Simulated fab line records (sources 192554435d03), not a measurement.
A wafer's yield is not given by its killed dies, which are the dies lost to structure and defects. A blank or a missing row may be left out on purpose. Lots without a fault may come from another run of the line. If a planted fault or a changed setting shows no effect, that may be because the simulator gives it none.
Matching of chambers || flow n5_finfet || 4 sister chambers for N5_BEOL_M14_CMP_49 on cmp-02
The step polishes, stops on SiO2, t overpolish 5.2 s, target thk 560 nm. 18 wafers are shown with their chamber, then 9 later ones without.

== WAFERS WITH THEIR CHAMBER ==
{"wafer": "L075.2", "chamber": 2, "motor_current_A (A)": 7.9, "barrier_field_endpoint_s (s)": 11.8, "time_to_endpoint_s (s)": 128}
{"wafer": "L075.4", "chamber": 0, "motor_current_A (A)": 8.3, "barrier_field_endpoint_s (s)": 11.3, "time_to_endpoint_s (s)": 121}
{"wafer": "L075.5", "chamber": 2, "motor_current_A (A)": 8.3, "barrier_field_endpoint_s (s)": 11.4, "time_to_endpoint_s (s)": 123}
{"wafer": "L081.2", "chamber": 3, "motor_current_A (A)": 8.6, "barrier_field_endpoint_s (s)": 11.3, "time_to_endpoint_s (s)": 115}
{"wafer": "L081.3", "chamber": 2, "motor_current_A (A)": 8.1, "barrier_field_endpoint_s (s)": 11.6, "time_to_endpoint_s (s)": 122}
{"wafer": "L081.4", "chamber": 0, "motor_current_A (A)": 8.5, "barrier_field_endpoint_s (s)": 11.6, "time_to_endpoint_s (s)": 124}
{"wafer": "L085.3", "chamber": 0, "motor_current_A (A)": 8.5, "barrier_field_endpoint_s (s)": 11.7, "time_to_endpoint_s (s)": 128}
{"wafer": "L085.4", "chamber": 3, "motor_current_A (A)": 8.8, "barrier_field_endpoint_s (s)": 11.2, "time_to_endpoint_s (s)": 119}
{"wafer": "L085.6", "chamber": 3, "motor_current_A (A)": 8.7, "barrier_field_endpoint_s (s)": 11.0, "time_to_endpoint_s (s)": 119}
{"wafer": "L088.1", "chamber": 0, "motor_current_A (A)": 8.9, "barrier_field_endpoint_s (s)": 11.4, "time_to_endpoint_s (s)": 122}
{"wafer": "L088.3", "chamber": 1, "motor_current_A (A)": 7.4, "barrier_field_endpoint_s (s)": 11.6, "time_to_endpoint_s (s)": 125}
{"wafer": "L088.6", "chamber": 2, "motor_current_A (A)": 7.8, "barrier_field_endpoint_s (s)": 12.1, "time_to_endpoint_s (s)": 129}
{"wafer": "L089.2", "chamber": 1, "motor_current_A (A)": 7.4, "barrier_field_endpoint_s (s)": 11.6, "time_to_endpoint_s (s)": 123}
{"wafer": "L089.3", "chamber": 0, "motor_current_A (A)": 8.6, "barrier_field_endpoint_s (s)": 11.5, "time_to_endpoint_s (s)": 122}
{"wafer": "L089.5", "chamber": 0, "motor_current_A (A)": 8.6, "barrier_field_endpoint_s (s)": 11.4, "time_to_endpoint_s (s)": 117}
{"wafer": "L090.4", "chamber": 3, "motor_current_A (A)": 8.2, "barrier_field_endpoint_s (s)": 10.5, "time_to_endpoint_s (s)": 110}
{"wafer": "L090.5", "chamber": 3, "motor_current_A (A)": 8.9, "barrier_field_endpoint_s (s)": 10.7, "time_to_endpoint_s (s)": 115}
{"wafer": "L090.6", "chamber": 2, "motor_current_A (A)": 8.2, "barrier_field_endpoint_s (s)": 11.4, "time_to_endpoint_s (s)": 124}

SIGNATURES, as means of the wafers listed above
{"reading": "motor_current_A", "chamber 0": 8.567, "chamber 1": 7.400, "chamber 2": 8.060, "chamber 3": 8.640, "scatter within a chamber": 0.217}
{"reading": "barrier_field_endpoint_s", "chamber 0": 11.483, "chamber 1": 11.600, "chamber 2": 11.660, "chamber 3": 10.940, "scatter within a chamber": 0.255}
{"reading": "time_to_endpoint_s", "chamber 0": 122.33, "chamber 1": 124.00, "chamber 2": 125.20, "chamber 3": 115.60, "scatter within a chamber": 3.39}
Rule: distance of a wafer from a chamber = root of the sum over the readings of ((wafer's reading minus chamber's mean) / reading's scatter) squared. If the next closest chamber is less than 2 further off than the closest, the wafer can't be placed; otherwise it belongs to the closest. The scatter: the root of (the sum of the squares of (reading less its chamber's mean) over the shown wafers, divided by (wafers less chambers)).

== WAFERS MISSING THEIR CHAMBER ==
{"wafer": "L094.1", "motor_current_A (A)": 8.5, "barrier_field_endpoint_s (s)": 11.0, "time_to_endpoint_s (s)": 114}
{"wafer": "L094.2", "motor_current_A (A)": 8.3, "barrier_field_endpoint_s (s)": 11.0, "time_to_endpoint_s (s)": 119}
{"wafer": "L094.6", "motor_current_A (A)": 8.7, "barrier_field_endpoint_s (s)": 10.8, "time_to_endpoint_s (s)": 116}
{"wafer": "L093.1", "motor_current_A (A)": 8.3, "barrier_field_endpoint_s (s)": 11.4, "time_to_endpoint_s (s)": 123}
{"wafer": "L093.2", "motor_current_A (A)": 8.4, "barrier_field_endpoint_s (s)": 11.8, "time_to_endpoint_s (s)": 125}
{"wafer": "L093.6", "motor_current_A (A)": 8.5, "barrier_field_endpoint_s (s)": 11.8, "time_to_endpoint_s (s)": 130}
{"wafer": "L096.1", "motor_current_A (A)": 7.1, "barrier_field_endpoint_s (s)": 11.3, "time_to_endpoint_s (s)": 121}
{"wafer": "L096.2", "motor_current_A (A)": 8.2, "barrier_field_endpoint_s (s)": 11.5, "time_to_endpoint_s (s)": 123}
{"wafer": "L096.4", "motor_current_A (A)": 8.4, "barrier_field_endpoint_s (s)": 11.4, "time_to_endpoint_s (s)": 123}

== EACH ONE'S CHAMBER ==
{"wafer": "L094.1", "from the rows above": 3, "in truth": 3}
{"wafer": "L094.2", "from the rows above": "can't be placed: 3 or 0 or 2", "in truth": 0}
{"wafer": "L094.6", "from the rows above": 3, "in truth": 3}
{"wafer": "L093.1", "from the rows above": "can't be placed: 0 or 2 or 3", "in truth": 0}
{"wafer": "L093.2", "from the rows above": "can't be placed: 0 or 2", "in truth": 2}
{"wafer": "L093.6", "from the rows above": "can't be placed: 2 or 0", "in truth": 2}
{"wafer": "L096.1", "from the rows above": 1, "in truth": 1}
{"wafer": "L096.2", "from the rows above": "can't be placed: 2 or 0", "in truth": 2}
{"wafer": "L096.4", "from the rows above": "can't be placed: 0 or 2", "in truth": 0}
Placed correctly: 3 of 9. Cannot be placed on the basis of these rows: 6; the candidates contain the true chamber in 6. 0 placed wrongly.
